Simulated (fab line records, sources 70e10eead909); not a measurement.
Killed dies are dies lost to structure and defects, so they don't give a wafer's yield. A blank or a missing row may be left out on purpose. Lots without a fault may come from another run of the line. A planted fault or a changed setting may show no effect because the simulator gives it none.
fab line records | flow nand_harc | part 1 of 2: steps 1 to 30 of 43
record lots=5 wafers=15 last_day=30
route steps=1302 shown P_GATE@191 P_CONTACT@217
lots that met no fault: from a run of the same line without faults
start_h: hours from the record's first day to the start of the lot's first wafer shown | wait_h: hours since the lot's step before | " the same as in the row above | L1.1+2: a row that stands for several wafers | - no value, or no start given | * or withheld: withheld | < > ~ a bound
route shown NAME@n: a module of which the file shows steps, and the number in the route of the first | usual: mean/standard deviation of fault-free wafers | same: alike in all rows | chamber/n: place in a boat | sites: the reading at each site | _std_site: their standard deviation | _edge_site: outer sites' mean less inner sites' | radius_mm: how far each site lies from the wafer's centre | mask NAME#n: copy n | behind: the tool/chamber that last shaped the wafer | hold: why the lot was held/for how many hours/how that ended | device: the transistor (n, p or np) that didn't switch | end of line: the same wafers' tests at the end of the route | a step without rows: its recipe alone | killed: dies lost to structure and defects at the first sort, not the wafer's yield | map: a wafer's dies, x killed, . not, _ none there
set.NAME: the setting as run; set.NAME@STEP: as run at that earlier step | model.NAME: the simulator's own value behind a step, which no gauge read
lots at some steps of the route; a table a step, a row a wafer
services: from which hour (start_h, from the record's first day; less than 0 if before it) a tool's chamber was out of use, for how many hours, and why
## steps
# step NHARC_P_GATE_STRIP_63
# recipe time_s=900 temp_c=130 chemistry=SPM
# columns lot.wafer tool chamber start_h wait_h
L080.4+1+3 wet_bench-06 1,4,6 172.75 0.1
L081.4+2+3 wet_bench-04 2,3,4 185.07 0.1
L086.4+2+3 wet_bench-03 0,2,4 229.05 0.1
L088.5+3+1 wet_bench-03 4,6,0 259.33 0.1
L089.1+4+5 wet_bench-06 7,1,3 259.69 0.1
# step NHARC_P_GATE_DEHYDRATE_83
# recipe temp_c=150 time_s=120
# usual plate_temp_C=150.02/0.14
# columns lot.wafer tool chamber start_h wait_h plate_temp_C
L080.1 litho_track-05 0 173.10 - 150.09
L080.3 " 0 " " 150.07
L080.4 " 0 " " 149.74
L081.2 litho_track-03 0 185.40 - 150.01
L081.3 " 0 " " 150.03
L081.4 " 0 " " 149.86
L086.2 litho_track-03 0 229.40 - 150.21
L086.3 " 0 " " 150.14
L086.4 " 0 " " 149.99
L088.1 litho_track-02 0 259.67 - 149.89
L088.3 " 0 " " 150.13
L088.5 " 0 " " 149.96
L089.1 litho_track-05 0 260.03 - 150.00
L089.4 " 0 " " 150.04
L089.5 " 0 " " 150.26
# step NHARC_P_GATE_HMDS_84
# recipe time_s=30
# columns lot.wafer tool chamber start_h wait_h
L080.1+3+4 litho_track-05 0 - -
L081.2+3+4 litho_track-03 0 - -
L086.2+3+4 litho_track-03 0 - -
L088.1+3+5 litho_track-02 0 - -
L089.1+4+5 litho_track-05 0 - -
# step NHARC_P_GATE_COAT_85
# recipe spin_rpm=3000
# columns lot.wafer tool chamber start_h wait_h
L080.1+3+4 litho_track-05 0 - -
L081.2+3+4 litho_track-03 0 - -
L086.2+3+4 litho_track-03 0 - -
L088.1+3+5 litho_track-02 0 - -
L089.1+4+5 litho_track-05 0 - -
# step NHARC_P_GATE_SOFTBAKE_86
# recipe temp_c=122 time_s=95
# usual plate_temp_C=122.01/0.12
# columns lot.wafer tool chamber start_h wait_h plate_temp_C
L080.1 litho_track-05 0 - - 122.14
L080.3 " 0 " " 122.04
L080.4 " 0 " " 122.23
L081.2 litho_track-03 0 - - 122.11
L081.3 " 0 " " 122.15
L081.4 " 0 " " 122.20
L086.2 litho_track-03 0 - - 122.21
L086.3 " 0 " " 122.04
L086.4 " 0 " " 121.82
L088.1 litho_track-02 0 - - 121.78
L088.3 " 0 " " 121.84
L088.5 " 0 " " 121.98
L089.1 litho_track-05 0 - - 122.06
L089.4 " 0 " " 122.06
L089.5 " 0 " " 122.00
# step NHARC_P_GATE_EBR_87
# columns lot.wafer tool chamber start_h wait_h
L080.1+3+4 litho_track-05 0 - -
L081.2+3+4 litho_track-03 0 - -
L086.2+3+4 litho_track-03 0 - -
L088.1+3+5 litho_track-02 0 - -
L089.1+4+5 litho_track-05 0 - -
# step NHARC_P_GATE_EXPOSE_88
# recipe na=0.6 target_cd_nm=2000 dose_mj=11.87 mask_id=P_HVN
# usual reticle_temp_C=23.00/0.11
# columns lot.wafer tool chamber start_h wait_h mask reticle_temp_C
L080.1 krf_scanner-04 0 173.24 - P_HVN#0 22.97
L080.3 " 0 " " P_HVN#0 23.07
L080.4 " 0 " " P_HVN#0 22.84
L081.2 krf_scanner-03 0 185.67 - P_HVN#0 22.93
L081.3 " 0 " " P_HVN#0 23.05
L081.4 " 0 " " P_HVN#0 23.23
L086.2 krf_scanner-04 0 229.68 - P_HVN#0 22.88
L086.3 " 0 " " P_HVN#0 22.82
L086.4 " 0 " " P_HVN#0 23.00
L088.1 krf_scanner-02 0 259.94 - P_HVN#0 23.10
L088.3 " 0 " " P_HVN#0 23.07
L088.5 " 0 " " P_HVN#0 23.14
L089.1 krf_scanner-03 0 260.30 - P_HVN#0 23.16
L089.4 " 0 " " P_HVN#0 23.09
L089.5 " 0 " " P_HVN#0 23.20
# step NHARC_P_GATE_PEB_89
# recipe peb_temp_c=118 peb_time_s=85
# usual plate_temp_C=117.99/0.14
# columns lot.wafer tool chamber start_h wait_h plate_temp_C
L080.1 litho_track-02 0 173.31 0.1 118.12
L080.3 " 0 " " 118.28
L080.4 " 0 " " 117.85
L081.2 litho_track-05 0 185.74 0.1 118.02
L081.3 " 0 " " 117.89
L081.4 " 0 " " 117.90
L086.2 litho_track-03 0 229.74 0.1 118.18
L086.3 " 0 " " 118.02
L086.4 " 0 " " 118.18
L088.1 litho_track-03 0 260.00 0.1 117.88
L088.3 " 0 " " 118.02
L088.5 " 0 " " 118.11
L089.1 litho_track-03 0 260.37 0.1 117.98
L089.4 " 0 " " 118.11
L089.5 " 0 " " 118.15
# step NHARC_P_GATE_DEVELOP_90
# recipe time_s=70
# columns lot.wafer tool chamber start_h wait_h
L080.1+3+4 litho_track-02 0 - -
L081.2+3+4 litho_track-05 0 - -
L086.2+3+4 litho_track-03 0 - -
L088.1+3+5 litho_track-03 0 - -
L089.1+4+5 litho_track-03 0 - -
# step NHARC_P_GATE_CD_MEAS_91
# recipe target_cd_nm=2000 landing_energy_ev=500
# usual cd_nm=2000.2/1.7
# columns lot.wafer tool chamber start_h wait_h cd_nm
L080.1 cd_sem-02 0 173.40 - 1998.5
L080.3 " 0 " " 1998.5
L080.4 " 0 " " 2000.0
L081.2 cd_sem-02 0 185.83 - 2003.4
L081.3 " 0 " " 2002.8
L081.4 " 0 " " 2004.9
L086.2 cd_sem-01 0 229.83 - 2000.3
L086.3 " 0 " " 2001.2
L086.4 " 0 " " 2000.7
L088.1 cd_sem-03 0 260.09 - 2001.4
L088.3 " 0 " " 1999.6
L088.5 " 0 " " 2001.2
L089.1 cd_sem-02 0 260.46 - 2000.5
L089.4 " 0 " " 2001.0
L089.5 " 0 " " 2001.2
# step NHARC_P_GATE_HARDBAKE_92
# recipe temp_c=125 time_s=80
# usual plate_temp_C=125.00/0.15
# columns lot.wafer tool chamber start_h wait_h plate_temp_C
L080.1 litho_track-03 0 173.48 - 125.26
L080.3 " 0 " " 125.19
L080.4 " 0 " " 125.24
L081.2 litho_track-03 0 185.91 - 125.01
L081.3 " 0 " " 125.09
L081.4 " 0 " " 124.83
L086.2 litho_track-05 0 229.91 - 124.93
L086.3 " 0 " " 125.13
L086.4 " 0 " " 124.87
L088.1 litho_track-02 0 260.17 - 125.30
L088.3 " 0 " " 125.31
L088.5 " 0 " " 125.18
L089.1 litho_track-05 0 260.54 - 125.07
L089.4 " 0 " " 125.04
L089.5 " 0 " " 125.10
# step NHARC_P_GATE_DESCUM_93
# recipe time_s=3 o2_flow_sccm=200 ar_flow_sccm=0 bias_power_w=0 chemistry=O2
# usual drypump_motor_current_A=5.6/0.43 oes_product_au=1.000/0.0097 rf_vpp_V=58.0/0.85 showerhead_plenum_p_Torr=1.95/0.067 throttle_valve_pct=11.310/0.0086
# columns lot.wafer tool chamber start_h wait_h drypump_motor_current_A oes_product_au rf_hours_counter_h rf_vpp_V showerhead_plenum_p_Torr throttle_valve_pct
L080.4 rie_diel-10 2 173.56 - 5.4 0.991 3.7 57.5 2.05 11.320
L080.1 " 3 " " 5.7 1.009 3.2 58.3 1.98 11.311
L080.3 " 0 " " 5.4 1.010 4.0 58.0 1.89 11.313
L081.3 rie_diel-07 3 185.98 - 6.3 0.991 3.5 57.9 1.94 11.305
L081.4 " 1 " " 4.7 1.001 3.0 57.9 2.02 11.301
L081.2 " 2 " " 5.9 0.982 3.4 58.9 2.03 11.324
L086.2 rie_diel-07 0 229.99 - 5.5 1.008 5.8 58.8 1.89 11.302
L086.3 " 1 " " 4.7 0.997 5.5 58.0 2.02 11.301
L086.4 " 3 " " 6.3 1.000 5.2 59.9 1.94 11.310
L088.3 rie_diel-10 1 260.27 - 6.0 1.002 0.5 58.4 1.90 11.326
L088.1 " 3 " " 5.8 1.005 1.0 58.3 1.98 11.303
L088.5 " 0 " " 5.4 1.002 - 58.1 1.89 11.296
L089.1 rie_diel-07 2 260.64 - 5.9 0.978 7.6 57.8 2.03 11.320
L089.4 " 3 " " 6.2 0.989 6.7 57.9 1.94 11.300
L089.5 " 0 " " 5.5 1.007 - 58.0 1.89 11.324
# step NHARC_P_GATE_IMPLANT_94
# recipe energy_kev=60 dose_cm2=2e+15 tilt_deg=7
# columns lot.wafer tool chamber start_h wait_h
L080.1+3+4 implanter-02 0 173.71 0.1
L081.2+3+4 implanter-02 0 186.16 0.1
L086.2+3+4 implanter-02 0 230.16 0.2
L088.1+3+5 implanter-02 0 260.40 0.1
L089.1+4+5 implanter-01 0 260.76 0.1
# step NHARC_P_GATE_STRIP_113
# recipe power_w=1500 temp_c=110 time_s=740 chemistry=N2/H2
# usual drypump_motor_current_A=5.3/0.34 heater_power_w=85/13 rf_refl_power_W=15/3.2
# columns lot.wafer tool chamber start_h wait_h drypump_motor_current_A heater_power_w rf_hours_counter_h rf_refl_power_W
L080.1 plasma_asher-02 1 173.93 0.2 4.8 70 24 17
L080.3 " 1 " " 4.8 70 - 17
L080.4 " 0 " " 5.5 84 - 20
L081.2 plasma_asher-01 0 186.36 0.2 5.2 108 2 13
L081.3 " 0 " " 5.2 109 - 13
L081.4 " 1 " " 5.7 82 - 11
L086.2 plasma_asher-02 1 230.47 0.3 4.8 68 37 16
L086.4 " 0 " " 5.4 85 - 19
L086.3 " 1 " " 4.8 72 - 16
L088.1 plasma_asher-01 1 260.74 0.3 5.7 85 18 11
L088.3 " 0 " " 5.2 109 - 13
L088.5 " 0 " " 5.2 108 - 12
L089.1 plasma_asher-02 1 260.98 0.2 4.8 71 1 17
L089.4 " 1 " " 4.8 72 - 17
L089.5 " 0 " " 5.5 85 - 19
# step NHARC_P_GATE_STRIP_95
# recipe power_w=1500 temp_c=250 chemistry=O2
# usual drypump_motor_current_A=5.3/0.34 heater_power_w=317/49 rf_refl_power_W=15/3.2
# columns lot.wafer tool chamber start_h wait_h drypump_motor_current_A heater_power_w rf_hours_counter_h rf_refl_power_W
L080.1 plasma_asher-02 1 174.64 0.6 4.8 259 25 17
L080.3 " 1 " " 4.8 262 - 16
L080.4 " 0 " " 5.4 308 - 20
L081.2 plasma_asher-01 0 187.07 0.6 5.3 401 3 12
L081.3 " 0 " " 5.3 409 - 11
L081.4 " 1 " " 5.7 313 - 11
L086.2 plasma_asher-02 1 231.08 0.5 4.8 266 38 17
L086.4 " 0 " " 5.5 320 - 20
L086.3 " 1 " " 4.8 272 - 16
L088.1 plasma_asher-01 1 261.35 0.5 5.7 314 19 12
L088.3 " 0 " " 5.3 405 - 12
L088.5 " 0 " " 5.2 395 - 12
L089.1 plasma_asher-02 1 261.70 0.6 4.8 269 1 17
L089.4 " 1 " " 4.8 266 - 17
L089.5 " 0 " " 5.4 314 - 19
# step NHARC_P_GATE_STRIP_96
# recipe time_s=900 temp_c=130 chemistry=SPM
# columns lot.wafer tool chamber start_h wait_h
L080.4+1+3 wet_bench-06 0,1,4 174.86 0.2
L081.2+4+3 wet_bench-06 2,3,7 187.29 0.2
L086.4+3+2 wet_bench-03 6,7,3 231.28 0.2
L088.5+3+1 wet_bench-04 6,1,3 261.55 0.2
L089.1+4+5 wet_bench-03 1,3,5 261.91 0.2
# step NHARC_P_GATE_RTA_64
# recipe temp_c=1050 time_s=1
# usual lamp_power_pct=37/4.2 wafer_temp_C_max=1056.3/1.3
# columns lot.wafer tool chamber start_h wait_h lamp_power_pct wafer_temp_C_max
L080.1 rtp_anneal-02 0 175.21 - 40 1057.0
L080.3 " 0 " " 40 1054.8
L080.4 " 0 " " 40 1056.9
L081.2 rtp_anneal-01 0 187.67 - 31 1055.9
L081.3 " 0 " " 31 1055.0
L081.4 " 0 " " 31 1055.3
L086.2 rtp_anneal-01 0 231.66 - 31 1054.2
L086.3 " 0 " " 31 1056.3
L086.4 " 0 " " 31 1057.3
L088.1 rtp_anneal-02 0 261.91 - 40 1058.4
L088.3 " 0 " " 40 1056.7
L088.5 " 0 " " 40 1053.7
L089.1 rtp_anneal-01 0 262.26 - 31 1055.1
L089.4 " 0 " " 31 1054.3
L089.5 " 0 " " 31 1054.4
# step NHARC_P_GATE_ETCH_77
# recipe target_depth_a=60 chemistry=dHF material=SiO2
# columns lot.wafer tool chamber start_h wait_h
L080.3+1+4 wet_bench-04 1,2,4 175.41 0.1
L081.2+3+4 wet_bench-04 6,2,3 187.84 0.1
L086.4+2+3 wet_bench-03 2,3,6 231.83 0.1
L088.1+3+5 wet_bench-06 3,6,0 262.11 0.2
L089.1+5+4 wet_bench-06 2,4,7 262.46 0.2
# step NHARC_P_GATE_DEGAS_109
# recipe temp_c=300 time_s=60
# usual heater_power_w=466/29
# columns lot.wafer tool chamber start_h wait_h heater_power_w
L080.3 pvd_sputter-02 - 175.51 0.1 443
L080.1 " - " " 485
L080.4 " - " " 476
L081.3 pvd_sputter-02 - 187.94 0.1 498
L081.2 " - " " 453
L081.4 " - " " 500
L086.3 pvd_sputter-03 - 231.94 0.1 442
L086.2 " - " " 474
L086.4 " - " " 429
L088.3 pvd_sputter-03 - 262.22 0.1 448
L088.1 " - " " 468
L088.5 " - " " 434
L089.4 pvd_sputter-02 - 262.57 0.1 439
L089.1 " - " " 523
L089.5 " - " " 480
# step NHARC_P_GATE_PRE_CLEAN_110
# recipe time_s=30 bias_v=200 gas=Ar
# columns lot.wafer tool chamber start_h wait_h
L080.1+4+3 pvd_sputter-02 - - -
L081.3+2+4 pvd_sputter-02 - - -
L086.3+2+4 pvd_sputter-03 - - -
L088.3+1+5 pvd_sputter-03 - - -
L089.1+4+5 pvd_sputter-02 - - -
# step NHARC_P_GATE_SPUTTER_78
# recipe target_thk_a=100 material=Ni
# columns lot.wafer tool chamber start_h wait_h
L080.1+3+4 pvd_sputter-02 - - -
L081.4+2+3 pvd_sputter-02 - - -
L086.3+2+4 pvd_sputter-03 - - -
L088.3+1+5 pvd_sputter-03 - - -
L089.4+1+5 pvd_sputter-02 - - -
# step NHARC_P_GATE_SPUTTER_79
# recipe target_thk_a=100 material=TiN
# columns lot.wafer tool chamber start_h wait_h
L080.3+1+4 pvd_sputter-02 - - -
L081.3+4+2 pvd_sputter-02 - - -
L086.4+3+2 pvd_sputter-03 - - -
L088.3+1+5 pvd_sputter-03 - - -
L089.1+4+5 pvd_sputter-02 - - -
# step NHARC_P_GATE_RTA_80
# recipe temp_c=300 time_s=30
# usual wafer_temp_C_max=301.8/0.38
# columns lot.wafer tool chamber start_h wait_h wafer_temp_C_max
L080.1 rtp_anneal-01 0 175.85 - 301.4
L080.3 " 0 " " 301.0
L080.4 " 0 " " 301.4
L081.2 rtp_anneal-01 0 188.26 - 301.5
L081.3 " 0 " " 301.1
L081.4 " 0 " " 301.4
L086.2 rtp_anneal-02 0 232.27 - 301.3
L086.3 " 0 " " 301.4
L086.4 " 0 " " 301.7
L088.1 rtp_anneal-02 0 262.52 - 302.4
L088.3 " 0 " " 302.0
L088.5 " 0 " " 301.7
L089.1 rtp_anneal-02 0 262.86 - 302.1
L089.4 " 0 " " 302.2
L089.5 " 0 " " 301.4
# step NHARC_P_GATE_STRIP_67
# recipe time_s=600 temp_c=130 chemistry=SPM
# columns lot.wafer tool chamber start_h wait_h
L080.3+1+4 wet_bench-03 2,5,6 176.06 0.1
L081.4+2+3 wet_bench-03 4,7,0 188.44 0.1
L086.3+4+2 wet_bench-03 2,3,4 232.44 0.1
L088.1+5+3 wet_bench-03 4,6,7 262.72 0.2
L089.4+5+1 wet_bench-06 2,3,5 263.07 0.1
# step NHARC_P_GATE_RTA_82
# recipe temp_c=450 time_s=30
# usual lamp_power_pct=4.3/0.51 wafer_temp_C_max=452.7/0.56
# columns lot.wafer tool chamber start_h wait_h lamp_power_pct wafer_temp_C_max
L080.1 rtp_anneal-02 0 176.31 - 4.7 453.6
L080.3 " 0 " " 4.7 454.0
L080.4 " 0 " " 4.7 452.7
L081.2 rtp_anneal-02 0 188.74 - 4.7 452.7
L081.3 " 0 " " 4.7 452.1
L081.4 " 0 " " 4.7 452.9
L086.2 rtp_anneal-01 0 232.74 - 3.7 453.2
L086.3 " 0 " " 3.7 452.6
L086.4 " 0 " " 3.7 453.3
L088.1 rtp_anneal-01 0 262.97 - 3.7 452.8
L088.3 " 0 " " 3.7 453.2
L088.5 " 0 " " 3.7 452.7
L089.1 rtp_anneal-02 0 263.32 - 4.7 453.3
L089.4 " 0 " " 4.7 452.6
L089.5 " 0 " " 4.7 453.0
# step NHARC_P_GATE_INSPECT_68
# usual raw_defect_count=201/71
# columns lot.wafer tool chamber start_h wait_h raw_defect_count
L080.1 defect_inspect-02 - 176.51 0.2 262
L080.3 " - " " 370
L080.4 " - " " 143
L081.2 defect_inspect-01 - 188.91 0.1 101
L081.3 " - " " 111
L081.4 " - " " 115
L086.2 defect_inspect-01 - 232.91 0.1 204
L086.3 " - " " 170
L086.4 " - " " 215
L088.1 defect_inspect-02 - 263.17 0.2 223
L088.3 " - " " 207
L088.5 " - " " 182
L089.1 defect_inspect-01 - 263.51 0.2 232
L089.4 " - " " 246
L089.5 " - " " 236
# step NHARC_P_CONTACT_DEP_30
# recipe target_thk_a=300 temp_c=400 target_thk_nm=30 flow_sccm=200 rf_w=450 material=SiNx
# usual heater_power_w=678/97
# columns lot.wafer tool chamber start_h wait_h heater_power_w
L080.3 pecvd-03 2 176.58 0.1 676
L080.1 " 0 " " 506
L080.4 " 0 " " 497
L081.2 pecvd-01 1 188.98 0.1 851
L081.4 " 1 " " 846
L081.3 " 0 " " 588
L086.2 pecvd-01 1 232.97 0.1 766
L086.3 " 0 " " 575
L086.4 " 2 " " 644
L088.3 pecvd-01 0 263.24 0.1 519
L088.1 " 2 " " 704
L088.5 " 1 " " 873
L089.1 pecvd-02 1 263.62 0.1 644
L089.4 " 0 " " 811
L089.5 " 2 " " 622
# step NHARC_P_CONTACT_DEP_00
# recipe target_thk_a=5000 temp_c=400 pressure_torr=6.5 rf_w=900 teos_flow_sccm=161.4 flow_sccm=2650 target_thk_nm=500 gas=O2 material=SiO2
# usual chamber_pressure_Torr=6.499/0.014 flow_sccm=2649/7.4 heater_power_w=524/93 mfc_precursor_sccm=161.4/0.48 throttle_valve_pct=16.0/0.37
# columns lot.wafer tool chamber start_h wait_h chamber_pressure_Torr flow_sccm heater_power_w mfc_precursor_sccm throttle_valve_pct
L080.3 pecvd-03 2 - - 6.495 2653 476 162.0 15.8
L080.1 " 0 " " 6.510 2652 348 160.7 15.6
L080.4 " 0 " " 6.491 2641 379 161.6 15.5
L081.2 pecvd-01 1 189.33 0.3 6.469 2650 614 161.6 15.7
L081.4 " 1 " " 6.486 2645 626 161.5 15.9
L081.3 " 0 " " 6.494 2653 433 161.5 16.5
L086.2 pecvd-01 1 - - 6.487 2657 676 161.5 15.7
L086.3 " 0 " " 6.463 2654 371 160.8 16.7
L086.4 " 2 " " 6.499 2631 590 161.6 16.5
L088.3 pecvd-01 0 - - 6.513 2662 398 161.6 16.7
L088.1 " 2 " " 6.501 2648 546 162.1 16.1
L088.5 " 1 " " 6.508 2631 641 160.4 16.0
L089.1 pecvd-02 1 - - 6.494 2656 497 161.2 16.1
L089.4 " 0 " " 6.474 2643 609 161.4 16.4
L089.5 " 2 " " 6.490 2634 533 161.7 15.8
# step NHARC_P_CONTACT_CMP_01
# recipe target_thk_nm=200 material=SiO2
# usual motor_current_A=11.9/1.3
# columns lot.wafer tool chamber start_h wait_h motor_current_A
L080.4 cmp-03 0 177.29 - 10.5
L080.1 " 2 " " 12.5
L080.3 " 3 " " 11.7
L081.2 cmp-01 3 189.94 0.5 10.7
L081.3 " 0 " " 10.4
L081.4 " 1 " " 14.4
L086.2 cmp-03 3 233.69 - 12.0
L086.3 " 0 " " 10.7
L086.4 " 1 " " 13.0
L088.1 cmp-04 3 263.98 - 12.2
L088.3 " 0 " " 12.4
L088.5 " 2 " " 10.3
L089.1 cmp-04 3 264.35 - 12.1
L089.4 " 0 " " 11.4
L089.5 " 2 " " 10.0
# step NHARC_P_CONTACT_SRD_03
# columns lot.wafer tool chamber start_h wait_h
L080.1+3+4 wet_bench-05 1,2,6 177.59 0.0
L081.2+3+4 wet_bench-05 7,0,3 190.24 0.0
L086.3+4+2 wet_bench-05 5,7,0 234.00 0.0
L088.3+5+1 wet_bench-09 7,2,3 264.26 0.0
L089.4+1+5 wet_bench-07 5,7,2 264.60 0.0
